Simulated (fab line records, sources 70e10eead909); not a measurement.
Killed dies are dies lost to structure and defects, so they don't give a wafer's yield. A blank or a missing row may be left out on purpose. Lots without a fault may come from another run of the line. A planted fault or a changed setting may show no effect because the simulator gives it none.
Chamber matching | flow nand_harc | NHARC_A_SLIT_DEP_25 on pecvd-02: 3 sister chambers
The step deposits SiO2, target thk 200 nm. 16 wafers are shown with their chamber, then 7 later ones without.

WAFERS WITH THEIR CHAMBER
wafer  | chamber | throttle_valve_pct (%) | heater_power_w (W) | susceptor_temp_C (C)
L309.4 | 2       | 16.3                   | 502                | 399.81
L309.5 | 0       | 16.1                   | 443                | 399.86
L309.6 | 1       | 16.1                   | 556                | 400.02
L310.2 | 1       | 16.9                   | 515                | 400.11
L310.4 | 1       | 16.4                   | 527                | 400.27
L310.6 | 0       | 16.0                   | 533                | 400.05
L314.1 | 0       | 15.7                   | 550                | 399.80
L314.5 | 0       | 15.7                   | 558                | 399.97
L314.6 | 2       | 15.9                   | 493                | 400.10
L322.2 | 2       | 16.1                   | 473                | 399.97
L322.5 | 2       | 15.8                   | 485                | 400.26
L325.3 | 2       | 15.7                   | 456                | 400.03
L325.5 | 1       | 16.1                   | 544                | 400.18
L325.6 | 0       | 15.7                   | 548                | 400.02
L324.3 | 0       | 16.0                   | 432                | 400.36
L324.4 | 2       | 16.0                   | 468                | 399.49

SIGNATURES (means of the wafers above)
reading            | chamber 0 | chamber 1 | chamber 2 | scatter within a chamber
throttle_valve_pct | 15.867    | 16.375    | 15.967    | 0.253
heater_power_w     | 510.67    | 535.50    | 479.50    | 38.1
susceptor_temp_C   | 400.0100  | 400.1450  | 399.9433  | 0.212
Rule: a wafer's distance from a chamber is the root of the sum, over the readings, of the square of ((its reading less the chamber's mean) divided by the reading's scatter). The wafer belongs to the nearest chamber; if the next one is less than 2 further off, it can't be placed. The scatter: the root of (the sum of the squares of (reading less its chamber's mean) over the shown wafers, divided by (wafers less chambers)).

WAFERS WITHOUT THEIR CHAMBER
wafer  | throttle_valve_pct (%) | heater_power_w (W) | susceptor_temp_C (C)
L324.6 | 15.8                   | 534                | 400.34
L328.3 | 15.9                   | 485                | 399.89
L328.4 | 16.0                   | 519                | 400.39
L328.5 | 16.1                   | 467                | 399.70
L329.3 | 15.8                   | 427                | 399.97
L329.5 | 16.1                   | 465                | 400.18
L329.6 | 15.8                   | 506                | 400.14

WHICH CHAMBER EACH WENT THROUGH
wafer  | from the rows above          | in truth
L324.6 | can't be placed: 0 or 2 or 1 | 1
L328.3 | can't be placed: 2 or 0      | 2
L328.4 | can't be placed: 0 or 1 or 2 | 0
L328.5 | can't be placed: 2 or 0 or 1 | 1
L329.3 | can't be placed: 2 or 0      | 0
L329.5 | can't be placed: 2 or 0 or 1 | 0
L329.6 | can't be placed: 0 or 2 or 1 | 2
Placed correctly: 0 of 7. Can't be placed from these rows: 7 (the true chamber is among the candidates in 7). Placed wrongly: 0.
